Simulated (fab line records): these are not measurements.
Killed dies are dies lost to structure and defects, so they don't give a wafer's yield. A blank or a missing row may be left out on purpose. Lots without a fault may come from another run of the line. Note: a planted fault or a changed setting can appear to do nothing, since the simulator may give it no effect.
Which tool is to blame? ; flow n5 finfet ; 41 wafers from 14 lots sampled at 2 of the route's 1938 steps

## WHAT THE GAUGES SHOWED, per wafer
N5_BEOL_M4_CD_MEAS_11: the cd target is 16.79 nm.
lot;measured;on;cd nm (nm)
L818;day 8 01:22;cd sem-02;16.67 16.62 16.73
L820;day 8 17:40;cd sem-02;16.90 16.86 16.95
L822;day 8 20:27;cd sem-01;16.61 16.92 16.49
L821;day 8 23:56;cd sem-02;16.48 16.82 16.94
L823;day 9 07:23;cd sem-02;16.67 16.77 16.37
L824;day 9 09:40;cd sem-01;16.82 16.68 16.93
L825;day 9 19:11;cd sem-01;16.89 17.22
L828;day 10 09:09;cd sem-01;16.76 16.93 16.46
L829;day 10 20:22;cd sem-02;16.59 16.73 16.90
L830;day 11 00:07;cd sem-03;16.73 16.57 16.75
L835;day 12 06:13;cd sem-01;17.22 16.90 16.63
L836;day 12 12:17;cd sem-03;16.84 17.18 17.13
L837;day 12 15:54;cd sem-01;16.49 16.82 16.93
L839;day 13 00:48;cd sem-03;16.89 17.08 17.02

N5_BEOL_M4_OVL_MEAS_12.
lot;measured;on;M4_OVL (nm)
L818;day 8 01:24;overlay-01;-0.9 -0.4 -0.7
L820;day 8 17:41;overlay-01;1.2 0.8 0.8
L822;day 8 20:29;overlay-02;1.2 1.3 0.7
L821;day 8 23:58;overlay-02;1.1 1.0 1.5
L823;day 9 07:25;overlay-02;0.2 0.5 0.7
L824;day 9 09:42;overlay-01;1.8 0.8 0.8
L825;day 9 19:13;overlay-02;0.7 0.5
L828;day 10 09:11;overlay-02;0.3 -0.3 0.5
L829;day 10 20:25;overlay-01;0.4 -0.1 2.0
L830;day 11 00:08;overlay-01;0.3 0.2 0.8
L835;day 12 06:14;overlay-02;1.4 1.2 0.7
L836;day 12 12:19;overlay-02;0.1 0.0 0.8
L837;day 12 15:56;overlay-02;0.5 0.2 0.5
L839;day 13 00:50;overlay-02;1.2 1.5 1.6

## TOOL THAT RAN EACH LOT (tool first, then ch and the chambers of the sampled wafers, then the start)
There is no process step in the record ahead of these readings.

## WHAT THE TOOLS THEMSELVES READ (means of the sampled wafers that have a number; where no wafer has one, the mark that the record gives instead)
The record holds no such reading with a usual standard deviation.

## THE ANSWER, worked out from the rows above alone
Rule: what is usual is taken from the lots themselves. Put in order of their means at a reading, lots are off if they are a third of the lots or fewer, leave a main group of 4 or more, and stand apart from it by a gap of 3 or more times the standard deviation of the main group's means; of several such gaps the widest counts. The tables above print the reading to a certain number of digits; a main group whose means all agree to those digits is not used. A lot without any number at a reading at which 4 lots or more have one is off too. All remaining lots with rows at the step are treated as sound. The gauges are gone through in route order, then the tools' own readings, and for those a lot's mean is taken as printed above. At the first step where some lot is off, the reading lying furthest off is the one used; lots without a number count as furthest.
Across all readings shown, no lot is off: no conclusion can be drawn from this.

## WHAT THE SIMULATOR HAD INSERTED
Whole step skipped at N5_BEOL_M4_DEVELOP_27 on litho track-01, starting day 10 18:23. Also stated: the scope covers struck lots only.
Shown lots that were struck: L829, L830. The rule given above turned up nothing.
